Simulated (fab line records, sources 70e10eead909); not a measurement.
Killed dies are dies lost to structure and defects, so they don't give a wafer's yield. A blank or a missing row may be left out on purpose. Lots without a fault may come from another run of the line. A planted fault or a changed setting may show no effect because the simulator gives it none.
fab line records | flow nand_harc
record lots=12 wafers=36 last_day=33
route steps=1302 shown A_STAIRCASE@700 END@1302
lots that met no fault: from a run of the same line without faults
start_h: hours from the record's first day to the start of the lot's first wafer shown | wait_h: hours since the lot's step before | " the same as in the row above | L1.1+2: a row that stands for several wafers | - no value, or no start given | * or withheld: withheld | < > ~ a bound
route shown NAME@n: a module of which the file shows steps, and the number in the route of the first | usual: mean/standard deviation of fault-free wafers | same: alike in all rows | chamber/n: place in a boat | sites: the reading at each site | _std_site: their standard deviation | _edge_site: outer sites' mean less inner sites' | radius_mm: how far each site lies from the wafer's centre | mask NAME#n: copy n | behind: the tool/chamber that last shaped the wafer | hold: why the lot was held/for how many hours/how that ended | device: the transistor (n, p or np) that didn't switch | end of line: the same wafers' tests at the end of the route | a step without rows: its recipe alone | killed: dies lost to structure and defects at the first sort, not the wafer's yield | map: a wafer's dies, x killed, . not, _ none there
set.NAME: the setting as run; set.NAME@STEP: as run at that earlier step | model.NAME: the simulator's own value behind a step, which no gauge read
steps of the route over a sample of lots; a table a step, a row a wafer
services: from which hour (start_h, from the record's first day; less than 0 if before it) a tool's chamber was out of use, for how many hours, and why
## steps
# step NHARC_A_STAIRCASE_DESCUM_186
# recipe time_s=3 o2_flow_sccm=200 ar_flow_sccm=0 bias_power_w=0 chemistry=O2
# usual drypump_motor_current_A=5.8/0.5 oes_product_au=1.000/0.013 rf_vpp_V=57.6/0.92 showerhead_plenum_p_Torr=1.87/0.088 throttle_valve_pct=11.310/0.0092
# columns lot.wafer tool chamber start_h wait_h drypump_motor_current_A oes_product_au rf_hours_counter_h rf_vpp_V showerhead_plenum_p_Torr throttle_valve_pct
L480.1 rie_diel-05 3 350.59 - 5.7 0.986 37 60.0 2.06 11.304
L480.5 " 1 " " 5.1 1.001 - 57.0 1.86 11.319
L480.6 " 2 " " 5.5 0.998 - 56.5 1.88 11.323
L482.3 rie_diel-04 0 377.07 - 5.4 0.991 3 56.7 1.80 11.291
L482.1 " 3 " " 6.6 1.007 3 57.7 1.97 11.304
L482.5 " 0 " " 5.3 0.982 - 56.1 1.80 11.327
L484.2 rie_diel-04 1 382.83 - 6.6 0.994 6 57.5 1.96 11.309
L484.4 " 3 " " 6.6 0.994 5 57.2 1.97 11.319
L484.1 " 0 " " 5.3 0.990 6 57.2 1.79 11.294
L486.4 rie_diel-10 3 406.89 - 6.1 0.995 50 57.1 1.91 11.305
L486.2 " 2 " " 5.6 1.006 49 57.5 1.78 11.290
L486.5 " 0 " " 6.1 1.008 - 57.6 1.78 11.314
L487.4 rie_diel-04 1 418.07 - 6.6 1.000 17 59.5 1.96 11.295
L487.3 " 3 " " 6.6 1.031 18 56.3 1.96 11.297
L487.6 " 1 " " 6.5 1.002 - 58.8 1.96 11.308
L490.1 rie_diel-04 0 454.35 - 5.3 0.987 30 57.2 1.79 11.310
L490.4 " 1 " " 6.6 1.006 28 57.7 1.95 11.326
L490.6 " 1 " " 6.6 1.008 - 58.3 1.96 11.312
L489.1 rie_diel-04 2 455.38 - 5.8 1.016 29 58.5 1.79 11.315
L489.5 " 0 " " 5.3 0.984 - 56.3 1.79 11.301
L489.6 " 1 " " 6.6 1.002 - 58.3 1.95 11.292
L492.1 rie_diel-10 2 461.39 - 5.6 1.029 10 58.1 1.77 11.305
L492.3 " 3 " " 6.1 0.994 10 58.5 1.90 11.304
L492.2 " 0 " " 6.2 0.982 11 57.1 1.78 11.304
L499.3 rie_diel-10 0 546.96 - 6.1 0.999 46 57.7 1.77 11.302
L499.2 " 1 " " 5.2 0.996 37 57.7 1.97 11.314
L499.6 " 3 " " 6.1 0.988 - 56.4 1.89 11.316
L501.3 rie_diel-10 0 557.81 - 6.1 0.987 48 57.3 1.77 11.317
L501.2 " 3 " " 6.1 1.000 48 58.0 1.89 11.318
L501.6 " 0 " " 6.1 0.984 - 56.8 1.77 11.299
L502.3 rie_diel-10 3 576.99 - 6.1 1.004 55 58.6 1.89 11.318
L502.4 " 0 " " 6.2 0.986 55 57.6 1.76 11.309
L502.6 " 2 " " 5.5 0.995 - 57.0 1.76 11.316
L503.1 rie_diel-04 0 587.19 - 5.3 0.986 16 57.7 1.77 11.314
L503.3 " 2 " " 5.7 1.001 16 56.4 1.78 11.310
L503.6 " 0 " " 5.3 0.995 - 58.7 1.77 11.312
# step NHARC_A_STAIRCASE_TRIM_191
# recipe time_s=211.2 o2_flow_sccm=500 ar_flow_sccm=0 bias_w=0 chemistry=O2
# usual bias_w=0/0 chamber_pressure_mTorr=60.00/0.056 drypump_motor_current_A=5.9/0.49 oes_product_au=1.001/0.014 rf_vpp_V=57.6/0.88 showerhead_plenum_p_Torr=3.46/0.15 throttle_valve_pct=17.037/0.01
# columns lot.wafer tool chamber start_h wait_h bias_w chamber_pressure_mTorr drypump_motor_current_A oes_product_au rf_hours_counter_h rf_vpp_V showerhead_plenum_p_Torr throttle_valve_pct
L480.1 rie_diel-05 2 351.15 - 0 60.02 5.5 1.003 37 57.6 3.47 17.031
L480.5 " 0 " " 0 60.01 5.8 1.006 - 59.7 3.60 17.036
L480.6 " 1 " " 0 60.02 5.2 1.000 - 56.2 3.44 17.030
L482.3 rie_diel-04 3 377.61 - 0 59.97 6.6 1.013 4 58.9 3.63 17.031
L482.1 " 2 " " 0 59.98 5.7 1.021 4 57.7 3.33 17.040
L482.5 " 3 " " 0 60.03 6.6 1.008 - 58.7 3.63 17.025
L484.2 rie_diel-04 0 383.49 - 0 60.03 5.3 0.988 6 57.5 3.32 17.032
L484.4 " 1 " " 0 60.03 6.6 1.001 6 56.5 3.61 17.049
L484.1 " 3 " " 0 59.97 6.6 0.990 5 59.0 3.62 17.041
L486.2 rie_diel-10 1 407.44 - 0 59.92 5.2 1.009 48 58.8 3.65 17.028
L486.4 " 3 " " 0 59.99 6.1 0.991 50 57.1 3.52 17.037
L486.5 " 2 " " 0 59.90 5.5 1.006 - 57.2 3.30 17.038
L487.3 rie_diel-04 0 418.62 - 0 59.99 5.4 0.989 19 58.8 3.32 17.032
L487.4 " 1 " " 0 60.00 6.6 1.008 18 59.1 3.61 17.062
L487.6 " 3 " " 0 60.03 6.6 1.031 - 57.8 3.62 17.035
L490.1 rie_diel-04 3 454.89 - - - - - - - - -
L490.4 " 0 " " - - - - - - - -
L490.6 " 0 " " - - - - - - - -
L489.1 rie_diel-04 1 455.94 - - - - - - - - -
L489.6 " 0 " " - - - - - - - -
L489.5 " 1 " " - - - - - - - -
L492.3 rie_diel-10 1 461.93 - - - - - - - - -
L492.2 " 3 " " - - - - - - - -
L492.1 " 0 " " - - - - - - - -
L499.3 rie_diel-10 3 547.61 - 0 60.07 6.0 0.984 46 57.9 3.49 17.017
L499.2 " 0 " " 0 60.07 6.1 0.992 46 57.5 3.28 17.032
L499.6 " 0 " " 0 59.99 6.1 0.988 - 56.4 3.28 17.048
L501.3 rie_diel-10 3 558.36 - 0 60.01 6.1 0.984 48 58.1 3.49 17.009
L501.2 " 1 " " 0 60.08 5.2 0.998 40 57.1 3.62 17.051
L501.6 " 3 " " 0 60.05 6.1 0.992 - 56.0 3.49 17.027
L502.3 rie_diel-10 3 577.52 - 0 60.00 6.1 0.993 55 57.3 3.49 17.023
L502.4 " 2 " " 0 59.95 5.5 0.994 47 57.1 3.27 17.028
L502.6 " 0 " " 0 59.98 6.1 0.982 - 57.3 3.27 17.037
L503.1 rie_diel-04 1 587.74 - 0 60.00 6.6 1.017 17 57.6 3.58 17.030
L503.3 " 2 " " 0 60.03 5.7 1.002 16 56.4 3.29 17.022
L503.6 " 0 " " 0 60.05 5.4 0.987 - 57.9 3.29 17.043
# step NHARC_A_STAIRCASE_ETCH_194
# recipe target_depth_a=1000 time_s=40.5 ion_energy_ev=400 c4f8_flow_sccm=20 o2_flow_sccm=10 ar_flow_sccm=withheld rf_w=600 bias_w=1000 chemistry=C4F8/O2
# usual oes_product_au=0.946/0.014 rf_vpp_V=894/5.6
# columns lot.wafer tool chamber start_h wait_h oes_product_au rf_hours_counter_h rf_vpp_V
L480.1 rie_diel-05 2 - - 0.961 37 895
L480.5 " 2 " " 0.955 - 894
L480.6 " 3 " " 0.943 - 905
L482.1 rie_diel-04 1 - - 0.941 4 902
L482.3 " 3 " " 0.948 4 899
L482.5 " 1 " " 0.943 - 899
L484.4 rie_diel-04 1 - - 0.931 7 898
L484.1 " 2 " " 0.965 6 890
L484.2 " 0 " " 0.929 6 887
L486.2 rie_diel-10 0 - - 0.923 51 888
L486.4 " 2 " " 0.930 49 886
L486.5 " 0 " " 0.931 - 888
L487.3 rie_diel-04 3 - - 0.973 18 899
L487.4 " 0 " " 0.942 19 890
L487.6 " 2 " " 0.975 - 888
L490.1 rie_diel-04 0 - - 0.926 31 889
L490.4 " 1 " " 0.943 28 898
L490.6 " 0 " " 0.919 - 889
L489.1 rie_diel-04 3 - - 0.961 33 898
L489.6 " 1 " " 0.939 - 899
L489.5 " 2 " " 0.975 - 888
L492.3 rie_diel-10 0 - - 0.924 12 888
L492.2 " 1 " " 0.949 11 899
L492.1 " 2 " " 0.955 10 887
L499.2 rie_diel-10 3 - - 0.937 46 894
L499.3 " 0 " " 0.936 46 886
L499.6 " 3 " " 0.936 - 895
L501.3 rie_diel-10 2 - - 0.959 39 887
L501.2 " 0 " " 0.941 49 887
L501.6 " 3 " " 0.932 - 895
L502.3 rie_diel-10 2 - - 0.937 48 886
L502.4 " 1 " " 0.944 48 898
L502.6 " 3 " " 0.934 - 895
L503.1 rie_diel-04 2 - - 0.928 16 889
L503.3 " 0 " " 0.929 17 886
L503.6 " 2 " " 0.936 - 887
# step NHARC_A_STAIRCASE_ETCH_203
# recipe target_depth_a=1000 time_s=40.5 ion_energy_ev=400 c4f8_flow_sccm=20 o2_flow_sccm=10 ar_flow_sccm=withheld rf_w=600 bias_w=1000 chemistry=C4F8/O2
# usual oes_product_au=0.944/0.014 rf_vpp_V=894/5.6
# columns lot.wafer tool chamber start_h wait_h oes_product_au rf_hours_counter_h rf_vpp_V
L480.1 rie_diel-05 1 - - 0.938 38 894
L480.6 " 0 " " 0.959 - 898
L480.5 " 1 " " 0.950 - 893
L482.3 rie_diel-10 0 - - 0.945 40 889
L482.1 " 2 " " 0.930 40 888
L482.5 " 1 " " 0.943 - 900
L484.2 rie_diel-05 3 - - 0.934 50 906
L484.1 " 0 " " 0.948 44 900
L484.4 " 1 " " 0.946 45 893
L486.4 rie_diel-10 0 - - 0.966 53 887
L486.2 " 1 " " 0.964 50 901
L486.5 " 3 " " 0.934 - 895
L487.3 rie_diel-04 3 - - 0.962 22 899
L487.4 " 1 " " 0.952 20 898
L487.6 " 0 " " 0.931 - 888
L490.1 rie_diel-10 2 - - 0.951 7 888
L490.4 " 0 " " 0.920 8 888
L490.6 " 2 " " 0.962 - 888
L489.1 rie_diel-04 2 - - 0.949 30 887
L489.6 " 0 " " 0.930 - 887
L489.5 " 1 " " 0.944 - 899
L492.2 rie_diel-10 3 - - 0.934 11 894
L492.1 " 0 " " 0.931 12 887
L492.3 " 2 " " 0.970 10 885
L499.2 rie_diel-05 2 - - 0.964 39 893
L499.3 " 3 " " 0.941 41 904
L499.6 " 2 " " 0.952 - 894
L501.3 rie_diel-04 2 - - 0.933 4 889
L501.2 " 3 " " 0.964 4 898
L501.6 " 1 " " 0.956 - 898
L502.3 rie_diel-10 0 - - 0.927 56 888
L502.4 " 3 " " 0.932 56 894
L502.6 " 1 " " 0.940 - 900
L503.3 rie_diel-04 3 - - 0.934 17 898
L503.1 " 0 " " 0.921 18 887
L503.6 " 1 " " 0.952 - 899
# step NHARC_END_SORT_01
# recipe temp_c=25
# usual killed_at_array=52/17 killed_at_other=1.2/1.4 killed_at_periphery=4.7/2.9 killed_dies=58/17 killed_open=3.2/1.9 killed_short=2.4/1.4
# same gross_dies=677
# columns lot.wafer tool chamber start_h wait_h killed_at_array killed_at_other killed_at_periphery killed_dies killed_open killed_short
L490.1 prober-01 0 655.59 2.5 665 3 9 677 3 1
L490.4 prober-01 0 657.97 3.4 666 2 9 677 3 3
L490.6 prober-01 0 659.57 4.0 666 0 11 677 7 4
L489.1 prober-02 0 660.71 2.5 660 5 12 677 2 0
L489.5 prober-02 0 663.92 3.7 669 3 5 677 0 3
L489.6 prober-02 0 664.72 4.0 666 6 5 677 3 0
L492.1 prober-02 0 668.52 2.5 672 2 3 677 2 3
L492.2 prober-02 0 669.32 2.8 675 0 2 677 3 2
L492.3 prober-02 0 670.11 3.1 672 0 5 677 1 2
L499.2 prober-01 0 762.85 2.8 56 4 4 64 1 5
L499.3 prober-01 0 763.66 3.1 64 1 9 74 2 2
L499.6 prober-01 0 766.08 4.0 72 1 3 76 3 2
# killed by level:class
L490.1 A_STAIRCASE:area_trim=615 A_SLIT:chamber_film_flake=30 A_CONTACT:chamber_film_flake=9 P_GATE:chamber_film_flake=7 A_CHANNEL_HOLE_D1:chamber_film_flake=4 THIN_TSV:chamber_film_flake=3 P_M1:geometric_particle:short=1 A_CHANNEL_FILL_D1:geometric_particle:open=1
L490.4 A_STAIRCASE:area_trim=627 A_SLIT:chamber_film_flake=21 P_GATE:chamber_film_flake=9 A_CONTACT:chamber_film_flake=6 A_CHANNEL_HOLE_D1:chamber_film_flake=4 A_ONON_D1:geometric_particle:open=2 A_CHANNEL_FILL_D2:geometric_particle:short=2 THIN_TSV:chamber_film_flake=2
L490.6 A_STAIRCASE:area_trim=600 A_SLIT:chamber_film_flake=38 A_CONTACT:chamber_film_flake=10 P_GATE:chamber_film_flake=7 A_CHANNEL_HOLE_D1:chamber_film_flake=4 A_CHANNEL_FILL_D2:geometric_particle:open=2 A_M0:geometric_particle:open=2 P_STI:chamber_film_flake=2
L489.1 A_STAIRCASE:area_trim=595 A_SLIT:chamber_film_flake=30 A_CHANNEL_HOLE_D1:chamber_film_flake=18 A_CHANNEL_HOLE_D2:chamber_film_flake=6 P_GATE:chamber_film_flake=5 THIN_TSV:chamber_film_flake=5 A_CONTACT:chamber_film_flake=4 P_BONDPAD:chamber_film_flake=3
L489.5 A_STAIRCASE:area_trim=602 A_CHANNEL_HOLE_D1:chamber_film_flake=23 A_SLIT:chamber_film_flake=19 A_CHANNEL_HOLE_D2:chamber_film_flake=8 A_BLC:chamber_film_flake=6 P_BONDPAD:chamber_film_flake=3 A_CONTACT:chamber_film_flake=3 THIN_TSV:chamber_film_flake=3
L489.6 A_STAIRCASE:area_trim=595 A_SLIT:chamber_film_flake=30 A_CHANNEL_HOLE_D1:chamber_film_flake=17 A_CONTACT:chamber_film_flake=10 A_CHANNEL_HOLE_D2:chamber_film_flake=6 THIN_TSV:chamber_film_flake=6 P_BONDPAD:chamber_film_flake=3 A_DECK1_JOINT:chamber_film_flake=2
L492.1 A_STAIRCASE:area_trim=633 A_CHANNEL_HOLE_D2:chamber_film_flake=14 A_CONTACT:chamber_film_flake=9 A_WL_FILL:chamber_film_flake=5 A_CHANNEL_HOLE_D1:chamber_film_flake=4 A_SLIT:chamber_film_flake=2 THIN_TSV:chamber_film_flake=2 P_CONTACT:geometric_particle:short=1
L492.2 A_STAIRCASE:area_trim=634 A_CHANNEL_HOLE_D2:chamber_film_flake=15 A_CHANNEL_HOLE_D1:chamber_film_flake=8 A_STAIRCASE:chamber_film_flake=3 A_SLIT:chamber_film_flake=3 A_WL_FILL:chamber_film_flake=3 A_CONTACT:chamber_film_flake=3 P_GATE:geometric_particle:open=1
L492.3 A_STAIRCASE:area_trim=630 A_CHANNEL_HOLE_D2:chamber_film_flake=13 A_CONTACT:chamber_film_flake=10 A_CHANNEL_HOLE_D1:chamber_film_flake=9 A_WL_FILL:chamber_film_flake=5 P_CONTACT:chamber_film_flake=2 P_STI:chamber_film_flake=2 A_SLIT:chamber_film_flake=2
L499.2 A_SLIT:chamber_film_flake=23 A_CHANNEL_HOLE_D2:chamber_film_flake=14 A_CHANNEL_HOLE_D1:chamber_film_flake=8 A_STAIRCASE:chamber_film_flake=5 THIN_TSV:chamber_film_flake=3 A_CHANNEL_FILL_D1:chamber_film_flake=2 P_CONTACT:geometric_particle:short=1 P_CONTACT:geometric_particle:open=1
L499.3 A_SLIT:chamber_film_flake=25 A_CHANNEL_HOLE_D2:chamber_film_flake=18 A_STAIRCASE:chamber_film_flake=7 A_CHANNEL_HOLE_D1:chamber_film_flake=6 P_BONDPAD:chamber_film_flake=3 P_STI:chamber_film_flake=2 A_ZERO_WELL:chamber_film_flake=2 A_CHANNEL_FILL_D1:chamber_film_flake=2
L499.6 A_SLIT:chamber_film_flake=27 A_CHANNEL_HOLE_D2:chamber_film_flake=21 A_CHANNEL_HOLE_D1:chamber_film_flake=10 A_STAIRCASE:chamber_film_flake=4 A_WL_FILL:geometric_particle:short=2 P_ZERO_WELL:chamber_film_flake=2 A_ZERO_WELL:chamber_film_flake=2 A_ONON_D1:geometric_particle:open=1
## services
# columns tool chamber start_h hours kind
rie_diel-04 - 332.47 2.3 repair
rie_diel-04 0 335.80 - clean
rie_diel-04 1 335.80 - clean
rie_diel-04 2 335.80 - clean
rie_diel-04 3 335.80 - clean
rie_diel-04 - 355.68 9.0 pm
rie_diel-04 0 355.68 9.0 vent_cycle
rie_diel-04 1 355.68 9.0 vent_cycle
rie_diel-04 2 355.68 9.0 vent_cycle
rie_diel-04 3 355.68 9.0 vent_cycle
rie_diel-10 1 362.18 7.1 repair
rie_diel-04 0 364.68 - clean
rie_diel-04 1 364.68 - clean
rie_diel-04 2 384.20 2.6 repair
rie_diel-05 - 410.51 9.0 pm
rie_diel-10 - 421.86 9.0 pm
rie_diel-05 3 424.54 4.8 repair
rie_diel-10 1 482.68 6.5 repair
rie_diel-04 3 494.50 4.0 repair
rie_diel-04 - 532.68 9.0 pm
rie_diel-10 2 543.91 4.8 repair
rie_diel-05 - 561.39 0.7 repair
rie_diel-05 1 576.02 10.6 repair
rie_diel-05 - 587.51 9.0 pm
## key
first_sign step=NHARC_A_STAIRCASE_TRIM_191 reading=tool_record direction=missing
effect step=NHARC_END_SORT_01 reading=killed_at_array direction=up sigmas=37 usual=52 struck=668
more_kills_born_at NHARC_A_STAIRCASE_TRIM_191@rie_diel-04=3635 NHARC_A_STAIRCASE_TRIM_191@rie_diel-10=1896
met_at NHARC_A_STAIRCASE_TRIM_191
struck_lots L489,L490,L492
later_rows_left_out L489.1,L489.5,L489.6,L490.1,L490.4,L490.6,L492.1,L492.2,L492.3
tester_left_out L489,L490,L492
not_acting_at NHARC_A_STAIRCASE_DESCUM_186,NHARC_A_STAIRCASE_ETCH_194,NHARC_A_STAIRCASE_ETCH_203
onset_between 418.62 454.89
fault kind=skipped_step_whole tool=rie_diel-04,rie_diel-10 chamber=- onset_h=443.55 steps=NHARC_A_STAIRCASE_TRIM_191 scope=struck_lots_only
# tester_left_out: of these lots the tester's yield and bins aren't shown, on N5 and GAA mostly nor the transistor test; their killed dies are dies lost to structure and defects alone, not to doping, threshold or leakage, so they don't give the yield
# later_rows_left_out: the simulator's readings of these wafers behind a module that went badly wrong aren't trusted and aren't shown, but for the sort
